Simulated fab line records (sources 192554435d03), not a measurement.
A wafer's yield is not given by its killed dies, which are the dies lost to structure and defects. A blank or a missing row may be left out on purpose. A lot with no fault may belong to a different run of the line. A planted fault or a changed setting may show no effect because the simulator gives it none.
A struck lot beside a sound one	flow n5Finfet	15 out of 1938 route steps
Sound: the wafers L367.2, L367.3, L367.4. Struck: wafer L376.4 (left out: L376.2, L376.3 of the same lot, which were not struck); the cause appears at the end.
Order at every step that has rows: each side's tool, ch and its chambers, its first start. Under that, the readings that differ: sound wafers	struck wafers	difference of the means	sigmas: that difference in standard deviations of wafers without a fault.
alike: same words and numbers on both sides, and readings whose means sit less than 2 such deviations apart. not compared: any withheld reading, any reading some wafer has no value for, any bound like >300 that may hide the same value, and any number with overlapping values for which the record gives no deviation.
Wherever a step has rows on one side only, a row that says differs or no value, or a row with sigmas, the two part there. Non-overlapping numbers with no deviation appear without sigmas and do not part them. A reading that every wafer of one side lacks parts them only if that side has two wafers or more.

first, 9 steps without rows for these wafers: N5_BEOL_M5_COAT_59 (time 60 s, resist thk 60 nm); N5_BEOL_M5_COAT_60 (time 60 s, resist thk 12 nm); N5_BEOL_M5_COAT_71 (time 60 s, resist thk 5 nm); N5_BEOL_M5_COAT_05 (resist thk 30 nm); N5_BEOL_M5_EBR_07; N5_BEOL_M5_SOFTBAKE_06 (time 60 s); N5_BEOL_M5_EXPOSE_08 (exposes mask M5, target cd 28 nm); N5_BEOL_M5_PEB_09 (peb time 60 s); N5_BEOL_M5_DEVELOP_10 (develop time 30 s).
N5_BEOL_M5_CD_MEAS_11: target cd 27.74 nm.
  sound on cdSem-02 ch 0, day 9 00:39; struck on cdSem-03 ch 0, day 11 22:39
  alike: cdNm
N5_BEOL_M5_OVL_MEAS_12:
  sound on overlay-01 ch 0, day 9 00:41; struck on overlay-01 ch 0, day 11 22:41
  alike: M5_OVL
N5_BEOL_M5_INSPECT_13: inspects for defects (brightfield).
  sound on defectInspect-01, day 9 00:44; struck on defectInspect-02, day 11 22:44
  alike: rawDefectCount
N5_BEOL_M5_DESCUM_16: chemistry O2, time 7 s.
  sound on rieDiel-01 ch 1,2,3, day 9 00:52; struck on rieDiel-01 ch 0, day 11 22:46
reading	sound	struck	difference	sigmas
model.CAR-EUV_of_BEOL_M5_COAT_05.thkNm (nm)	26.2 26 26.2	27	+1	
  alike: drypumpMotorCurrentA, oesProductAu, rfVppV, showerheadPlenumPTorr, throttleValvePct
  not compared: rfHoursCounterH
N5_BEOL_M5_ETCH_72: etches underlayer in N2/H2, target depth 6.5 nm, time 5.2 s.
  sound on rieDiel-01 ch 1,2,3, day 9 00:53; struck on rieDiel-01 ch 0, day 11 22:49
  alike: biasW, drypumpMotorCurrentA, etchRfOnTimeS, oesProductAu, rfVppV, showerheadPlenumPTorr, throttleValvePct
  not compared: rfHoursCounterH
after that, 1 step had no rows for these wafers: N5_PASSIVATION_PROBE_49.

## WHERE THEY PART
Nowhere in this record.

WHY: what had been put in by the simulator
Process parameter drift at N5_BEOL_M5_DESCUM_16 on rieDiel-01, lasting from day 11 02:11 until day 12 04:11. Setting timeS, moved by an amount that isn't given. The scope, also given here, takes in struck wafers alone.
